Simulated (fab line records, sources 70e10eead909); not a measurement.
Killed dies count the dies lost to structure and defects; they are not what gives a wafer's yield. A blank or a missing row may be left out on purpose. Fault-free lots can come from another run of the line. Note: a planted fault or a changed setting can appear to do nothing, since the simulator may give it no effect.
fab line records | flow nandHarc
[record] lots = 5 | wafers = 15 | lastDay = 31
route steps=1302 shown A_ZERO_WELL@405 A_SOURCE_PLATE@413 END@1302
lots with no fault: from the same line, run without faults
startH: start of the lot's first displayed wafer, in hours after the record's first day | waitH: hours since the lot's step before | " the same as in the row above | L1.1+2: a single row standing in for several wafers | - either no value or no given start | * or withheld: withheld | < > ~ a bound
route shown NAME@n: names a module that has steps shown in the file, with the first one's number in the route | usual: mean/standard deviation taken from wafers without a fault | same: alike in all rows | chamber/n: place in a boat | sites: the reading at each site | _std_site: standard deviation of those values | _edge_site: inner sites' mean taken away from outer sites' mean | radiusMm: for every site, how far away it sits from the centre of the wafer | mask NAME#n: copy n | behind: tool/chamber where the wafer was last shaped | hold: why the lot was held/for how many hours/how that ended | device: transistor that didn't switch, given as n, p or np | end of line: the route-end tests of the same wafers | step lacking rows: just its recipe | killed: not the wafer's yield, but the dies lost to structure and defects at the first sort | map: shows each die of a wafer: x if killed, . if not, _ if none is there
set.NAME: the setting as run; set.NAME@STEP: as run at that earlier step | model.NAME: the simulator's own value behind a step, which no gauge read
lots at some steps of the route; a table a step, a row a wafer
services: from which hour (startH, from the record's first day; less than 0 if before it) a tool's chamber was out of use, for how many hours, and why
[[steps]]
[step NHARC_A_ZERO_WELL_ETCH_13]
[recipe] targetDepthA = 1200 | timeS = 40.1 | hbrFlowSccm = 150 | cl2FlowSccm = 50 | rfW = 400 | icpW = 400 | biasW = 100 | chemistry = HBr/Cl2
[usual] drypumpMotorCurrentA = 5.7/0.47 | oesProductAu = 0.997/0.0099 | throttleValvePct = 26.405/0.0096
lot.wafer | tool     | chamber | startH | waitH | drypumpMotorCurrentA | oesProductAu | rfHoursCounterH | throttleValvePct
L734.4    | rieSi-06 | 3       | 152.90 | -     | 5.4                  | 0.988        | 0.4             | 26.413
L734.3    | "        | 1       | "      | "     | 5.2                  | 0.985        | 0.5             | 26.406
L734.6    | "        | 2       | "      | "     | 5.6                  | 0.991        | -               | 26.406
L739.4    | rieSi-06 | 1       | 193.37 | -     | 5.2                  | 0.987        | 0.8             | 26.416
L739.1    | "        | 3       | "      | "     | 5.4                  | 0.990        | 0.7             | 26.406
L739.6    | "        | 1       | "      | "     | 5.2                  | 0.991        | -               | 26.399
L748.3    | rieSi-03 | 3       | 282.10 | -     | 5.8                  | 0.988        | 0.3             | 26.420
L748.6    | "        | 3       | "      | "     | 5.7                  | 0.993        | -               | 26.403
L748.5    | "        | 0       | "      | "     | 6.3                  | 0.999        | -               | 26.401
L750.1    | rieSi-03 | 2       | 315.27 | -     | 6.6                  | 1.004        | 0.5             | 26.397
L750.4    | "        | 3       | "      | "     | 5.8                  | 0.984        | 0.5             | 26.402
L750.5    | "        | 1       | "      | "     | 5.1                  | 0.987        | -               | 26.409
L751.1    | rieSi-06 | 3       | 318.92 | -     | 5.4                  | 1.014        | 0.5             | 26.402
L751.4    | "        | 1       | "      | "     | 5.2                  | 1.004        | 0.4             | 26.388
L751.6    | "        | 2       | "      | "     | 5.7                  | 1.017        | -               | 26.410
[step NHARC_A_ZERO_WELL_STRIP_14]
[recipe] timeS = 900 | tempC = 130 | chemistry = SPM
[step NHARC_A_ZERO_WELL_IMPLANT_15]
[recipe] energyKev = 150 | doseCm2 = 1e+13 | tiltDeg = 7
[step NHARC_A_ZERO_WELL_PRECLEAN_22]
[recipe] timeS = 60 | tempC = 50 | bathAgeMin = 0 | chemistry = SC1
[step NHARC_A_ZERO_WELL_SRD_23]
[step NHARC_A_ZERO_WELL_RTA_16]
[recipe] tempC = 1000 | timeS = 10
[usual] lampPowerPct = 30.0/1.2 | lamp_zone_1_pct = 30.0/1.2 | wafer_temp_C_max = 1004.5/1.5
lot.wafer | tool         | chamber | startH | waitH | lampPowerPct | lamp_zone_1_pct | wafer_temp_C_max
L734.3    | rtpAnneal-01 | 0       | 153.84 | -     | 31.2         | 31.2            | 1003.5
L734.4    | "            | 0       | "      | "     | 31.2         | 31.2            | 1002.8
L734.6    | "            | 0       | "      | "     | 31.2         | 31.2            | 1002.0
L739.1    | rtpAnneal-02 | 0       | 194.27 | -     | 28.8         | 28.7            | 1006.1
L739.4    | "            | 0       | "      | "     | 28.7         | 28.8            | 1006.8
L739.6    | "            | 0       | "      | "     | 28.8         | 28.8            | 1004.8
L748.3    | rtpAnneal-01 | 0       | 283.06 | -     | 31.2         | 31.2            | 1003.9
L748.5    | "            | 0       | "      | "     | 31.2         | 31.2            | 1004.2
L748.6    | "            | 0       | "      | "     | 31.2         | 31.2            | 1004.0
L750.1    | rtpAnneal-01 | 0       | 316.15 | -     | 31.3         | 31.3            | 1002.8
L750.4    | "            | 0       | "      | "     | 31.3         | 31.3            | 1003.2
L750.5    | "            | 0       | "      | "     | 31.2         | 31.3            | 1003.5
L751.1    | rtpAnneal-02 | 0       | 319.81 | -     | 28.8         | 28.8            | 1004.4
L751.4    | "            | 0       | "      | "     | 28.8         | 28.8            | 1005.1
L751.6    | "            | 0       | "      | "     | 28.8         | 28.8            | 1006.2
[step NHARC_A_ZERO_WELL_INSPECT_17]
[usual] rawDefectCount = 11/5.6
lot.wafer | tool             | chamber | startH | waitH | rawDefectCount
L734.3    | defectInspect-02 | -       | 153.98 | 0.1   | 13
L734.4    | "                | -       | "      | "     | 15
L734.6    | "                | -       | "      | "     | 19
L739.1    | defectInspect-02 | -       | 194.46 | 0.2   | 9
L739.4    | "                | -       | "      | "     | 16
L739.6    | "                | -       | "      | "     | 10
L748.3    | defectInspect-01 | -       | 283.20 | 0.1   | 6
L748.5    | "                | -       | "      | "     | 18
L748.6    | "                | -       | "      | "     | 9
L750.1    | defectInspect-02 | -       | 316.34 | 0.2   | 6
L750.4    | "                | -       | "      | "     | 8
L750.5    | "                | -       | "      | "     | 21
L751.1    | defectInspect-02 | -       | 320.00 | 0.2   | 19
L751.4    | "                | -       | "      | "     | 5
L751.6    | "                | -       | "      | "     | 14
[step NHARC_A_SOURCE_PLATE_PRECLEAN_00]
[recipe] timeS = 60 | chemistry = HF-LAST
[step NHARC_A_SOURCE_PLATE_SRD_01]
[step NHARC_A_SOURCE_PLATE_OXIDE_02]
[recipe] targetThkA = 100 | tempC = 900 | oxTimeS = 1362 | material = SiO2
[step NHARC_A_SOURCE_PLATE_THK_MEAS_09]
[recipe] thkMeasGauge = ellipsometry
[usual] thkNm = 9.8/1.1
lot.wafer | tool         | chamber | startH | waitH | thkNm
L734.3    | filmMetro-01 | -       | 160.37 | 0.4   | 9.3
L734.4    | "            | -       | "      | "     | 10.2
L734.6    | "            | -       | "      | "     | 8.9
L739.1    | filmMetro-01 | -       | 202.53 | 0.4   | 9.2
L739.4    | "            | -       | "      | "     | 9.6
L739.6    | "            | -       | "      | "     | 11.0
L748.3    | filmMetro-01 | -       | 290.45 | 0.4   | 11.9
L748.5    | "            | -       | "      | "     | 9.5
L748.6    | "            | -       | "      | "     | 9.3
L750.1    | filmMetro-01 | -       | 325.44 | 0.4   | 8.6
L750.4    | "            | -       | "      | "     | 8.6
L750.5    | "            | -       | "      | "     | 9.9
L751.1    | filmMetro-02 | -       | 325.44 | 0.4   | 7.4
L751.4    | "            | -       | "      | "     | 9.8
L751.6    | "            | -       | "      | "     | 9.8
[step NHARC_A_SOURCE_PLATE_PVD_04]
[recipe] targetThkA = 500 | material = WSi2
lot.wafer  | tool          | chamber | startH | waitH
L734.3+4+6 | pvdSputter-03 | -       | 160.44 | 0.1
L739.1+4+6 | pvdSputter-01 | -       | 202.62 | 0.1
L748.3+6+5 | pvdSputter-03 | -       | 290.52 | 0.1
L750.4+1+5 | pvdSputter-03 | -       | 325.50 | 0.1
L751.4+1+6 | pvdSputter-01 | -       | 325.50 | 0.1
[step NHARC_A_SOURCE_PLATE_CVD_03]
[recipe] targetThkA = 2000 | tempC = 620 | pressureMtorr = 200 | timeS = 4000 | material = poly-Si
[usual] spikeTcBottomC = 641.2/1.2 | spikeTcCentreC = 620.8/1.5 | spikeTcLowerC = 620.8/2 | spikeTcTopC = 640.7/1.1 | spikeTcUpperC = 620.6/1 | tubeCenterTempC = 620/0.056
lot.wafer | tool         | chamber | startH | waitH | spikeTcBottomC | spikeTcCentreC | spikeTcLowerC | spikeTcTopC | spikeTcUpperC | tubeCenterTempC
L734.3    | lpcvdPoly-03 | 0       | 162.94 | -     | 641.1          | 624.5          | 618.7         | 641.1       | 621.6         | 619.98
L734.4    | "            | 0       | "      | "     | 641.3          | 622.4          | 619.2         | 640.6       | 621.3         | 619.99
L734.6    | "            | 0       | "      | "     | 641.7          | 620.7          | 617.8         | 640.9       | 622.5         | 619.93
L739.1    | lpcvdPoly-04 | 0       | 205.12 | -     | 660.6          | 640.3          | 644.4         | 661.9       | 640.5         | 640.94
L739.4    | "            | 0       | "      | "     | 660.6          | 639.5          | 642.1         | 660.1       | 641.6         | 640.95
L739.6    | "            | 0       | "      | "     | 662.6          | 642.4          | 642.8         | 660.7       | 640.1         | 640.92
L748.3    | lpcvdPoly-04 | 0       | 293.04 | -     | 640.9          | 619.5          | 623.8         | 641.2       | 620.8         | 620
L748.5    | "            | 0       | "      | "     | 639.5          | 620.3          | 621.0         | 640.4       | 620.4         | 619.97
L748.6    | "            | 0       | "      | "     | 641.4          | 620.3          | 620.8         | 640.3       | 621.4         | 619.98
L750.1    | lpcvdPoly-04 | 0       | 328.03 | -     | 640.6          | 620.8          | 622.0         | 640.3       | 619.8         | 619.96
L750.4    | "            | 0       | "      | "     | 642.7          | 621.3          | 622.4         | 640.5       | 622.1         | 620.04
L750.5    | "            | 0       | "      | "     | 642.8          | 619.5          | 622.4         | 640.5       | 620.0         | 620.09
L751.1    | lpcvdPoly-04 | 0       | 328.03 | -     | 640.0          | 621.7          | 622.2         | 640.8       | 621.1         | 620
L751.4    | "            | 0       | "      | "     | 640.6          | 622.4          | 621.8         | 640.1       | 620.7         | 620.1
L751.6    | "            | 0       | "      | "     | 638.9          | 620.2          | 622.9         | 640.6       | 622.5         | 619.95
[step NHARC_A_SOURCE_PLATE_ANNEAL_05]
[recipe] tempC = 850 | timeS = 1800
[step NHARC_A_SOURCE_PLATE_THK_MEAS_06]
[recipe] thkMeasGauge = ellipsometry
[usual] thkNm = 200.2/2.2
lot.wafer | tool         | chamber | startH | waitH | thkNm
L734.3    | filmMetro-01 | -       | 173.23 | 0.4   | 197.1
L734.4    | "            | -       | "      | "     | 199.9
L734.6    | "            | -       | "      | "     | 202.4
L739.1    | filmMetro-01 | -       | 216.11 | 0.4   | 322.8
L739.4    | "            | -       | "      | "     | 324.3
L739.6    | "            | -       | "      | "     | 321.8
L748.3    | filmMetro-02 | -       | 303.33 | 0.4   | 200.4
L748.5    | "            | -       | "      | "     | 198.9
L748.6    | "            | -       | "      | "     | 198.8
L750.1    | filmMetro-02 | -       | 339.33 | 0.4   | 197.7
L750.4    | "            | -       | "      | "     | 198.3
L750.5    | "            | -       | "      | "     | 198.9
L751.1    | filmMetro-01 | -       | 339.33 | 0.4   | 202.0
L751.4    | "            | -       | "      | "     | 201.5
L751.6    | "            | -       | "      | "     | 200.8
[step NHARC_END_SORT_01]
[recipe] tempC = 25
[usual] killedAtArray = 55/15 | killedAtOther = 1.0/1.2 | killedAtPeriphery = 3.4/2.2 | killedDies = 59/15 | killedOpen = 3.2/2 | killedShort = 2.5/1.7
[same] grossDies = 677
lot.wafer | tool      | chamber | startH | waitH | killedAtArray | killedAtOther | killedAtPeriphery | killedDies | killedOpen | killedShort
L748.3    | prober-02 | 0       | 698.01 | 3.1   | 45            | 0             | 3                 | 48         | 7          | 3
L748.5    | prober-02 | 0       | 699.64 | 3.7   | 46            | 1             | 6                 | 53         | 4          | 3
L748.6    | prober-02 | 0       | 700.45 | 4.1   | 54            | 0             | 1                 | 55         | 5          | 1
L751.1    | prober-01 | 0       | 738.28 | 2.5   | 48            | 1             | 6                 | 55         | 3          | 5
L751.4    | prober-01 | 0       | 740.68 | 3.4   | 54            | 1             | 2                 | 57         | 0          | 0
L751.6    | prober-01 | 0       | 742.28 | 4.0   | 58            | 0             | 8                 | 66         | 5          | 4
// killed by level:class
L748.3 A_CHANNEL_HOLE_D1:chamberFilmFlake=31 A_ONON_D1:geometricParticle:open=3 P_GATE:chamberFilmFlake=2 A_CHANNEL_HOLE_D2:chamberFilmFlake=2 A_STAIRCASE:chamberFilmFlake=2 P_M0:geometricParticle:short=1 A_SOURCE_PLATE:geometricParticle:open=1 A_DECK1_JOINT:geometricParticle:open=1
L748.5 A_CHANNEL_HOLE_D1:chamberFilmFlake=30 A_CHANNEL_HOLE_D2:chamberFilmFlake=4 P_GATE:chamberFilmFlake=3 A_CONTACT:chamberFilmFlake=3 P_GATE:geometricParticle:open=2 A_ZERO_WELL:chamberFilmFlake=2 A_CHANNEL_FILL_D2:chamberFilmFlake=2 P_GATE:geometricParticle:short=1
L748.6 A_CHANNEL_HOLE_D1:chamberFilmFlake=36 A_STAIRCASE:chamberFilmFlake=3 A_WL_FILL:geometricParticle:open=2 A_ZERO_WELL:chamberFilmFlake=2 A_CHANNEL_FILL_D2:chamberFilmFlake=2 A_CONTACT:chamberFilmFlake=2 A_M1:chamberFilmFlake=2 P_M1:geometricParticle:open=1
L751.1 A_CHANNEL_HOLE_D2:chamberFilmFlake=21 A_CHANNEL_HOLE_D1:chamberFilmFlake=8 A_SLIT:chamberFilmFlake=5 A_CONTACT:chamberFilmFlake=5 P_CONTACT:geometricParticle:short=2 A_CHANNEL_FILL_D1:chamberFilmFlake=2 A_ONON_D1:geometricParticle:short=1 A_CHANNEL_FILL_D2:geometricParticle:short=1
L751.4 A_CHANNEL_HOLE_D2:chamberFilmFlake=30 A_CHANNEL_HOLE_D1:chamberFilmFlake=11 A_CONTACT:chamberFilmFlake=6 A_SLIT:chamberFilmFlake=5 P_M1:chamberFilmFlake=2 A_WL_FILL:chamberFilmFlake=2 HYBRID_BOND:chamberFilmFlake=1
L751.6 A_CHANNEL_HOLE_D2:chamberFilmFlake=26 A_CHANNEL_HOLE_D1:chamberFilmFlake=11 A_CONTACT:chamberFilmFlake=8 P_M0:geometricParticle:open=3 P_M1:chamberFilmFlake=3 A_STAIRCASE:chamberFilmFlake=2 A_ZERO_WELL:chamberFilmFlake=2 A_SLIT:chamberFilmFlake=2
[[services]]
tool          | chamber | startH | hours | kind
rieSi-03      | -       | 145.94 | 0.2   | repair
pvdSputter-03 | -       | 149.18 | 7.5   | repair
pvdSputter-03 | -       | 170.03 | 10.0  | pm
rieSi-03      | 1       | 176.16 | 4.7   | repair
rieSi-06      | -       | 186.32 | 1.7   | repair
pvdSputter-03 | -       | 203.42 | 1.3   | repair
rieSi-03      | -       | 221.00 | 9.0   | pm
rieSi-03      | 0       | 221.00 | 9.0   | ventCycle
rieSi-03      | 1       | 221.00 | 9.0   | ventCycle
pvdSputter-01 | -       | 226.02 | 10.0  | pm
lpcvdPoly-04  | -       | 230.31 | 1.7   | repair
rieSi-06      | -       | 249.00 | 9.0   | pm
rieSi-06      | 0       | 249.00 | 9.0   | ventCycle
rieSi-06      | 1       | 249.00 | 9.0   | ventCycle
rieSi-06      | 2       | 249.00 | 38.8  | ventCycle
rieSi-06      | 3       | 249.00 | 9.0   | ventCycle
pvdSputter-03 | -       | 250.75 | 5.1   | repair
pvdSputter-01 | -       | 256.83 | 0.7   | repair
rieSi-06      | 0       | 258.00 | -     | clean
rieSi-06      | 1       | 258.00 | -     | clean
rieSi-06      | 3       | 258.00 | -     | clean
pvdSputter-01 | -       | 284.48 | 3.6   | repair
lpcvdPoly-03  | -       | 314.26 | 3.6   | repair
pvdSputter-03 | -       | 314.35 | 4.1   | repair
[[key]]
[firstSign] step = NHARC_A_SOURCE_PLATE_CVD_03 | reading = tubeCenterTempC | direction = up | sigmas = 99+ | usual = * | struck = *
[effect] step = NHARC_A_SOURCE_PLATE_CVD_03 | reading = spikeTcUpperC | direction = up | sigmas = 20 | usual = 620.6 | struck = 640.8
[effect] step = NHARC_A_SOURCE_PLATE_THK_MEAS_06 | reading = thkNm | direction = up | sigmas = 57 | usual = 200.2 | struck = 323.0
metAt NHARC_A_SOURCE_PLATE_PVD_04,NHARC_A_SOURCE_PLATE_CVD_03
struckWafers L739.1,L739.4,L739.6
testerLeftOut L739
[fault] kind = processParameterDrift | tool = pvdSputter-01 | chamber = - | onsetH = 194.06 | steps = NHARC_A_SOURCE_PLATE_PVD_04 | channel = targetThkA | offset = * | shape = step | endH = 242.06 | actsIn = * | stated = * | scope = struckWafersOnly
[fault] kind = processParameterDrift | tool = lpcvdPoly-04 | chamber = - | onsetH = 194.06 | steps = NHARC_A_SOURCE_PLATE_CVD_03 | channel = tempC | offset = * | shape = step | endH = 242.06 | actsIn = * | stated = *
// testerLeftOut: of these lots the tester's yield and bins aren't shown, on N5 and GAA mostly nor the transistor test; their killed dies are dies lost to structure and defects alone, not to doping, threshold or leakage, so they don't give the yield
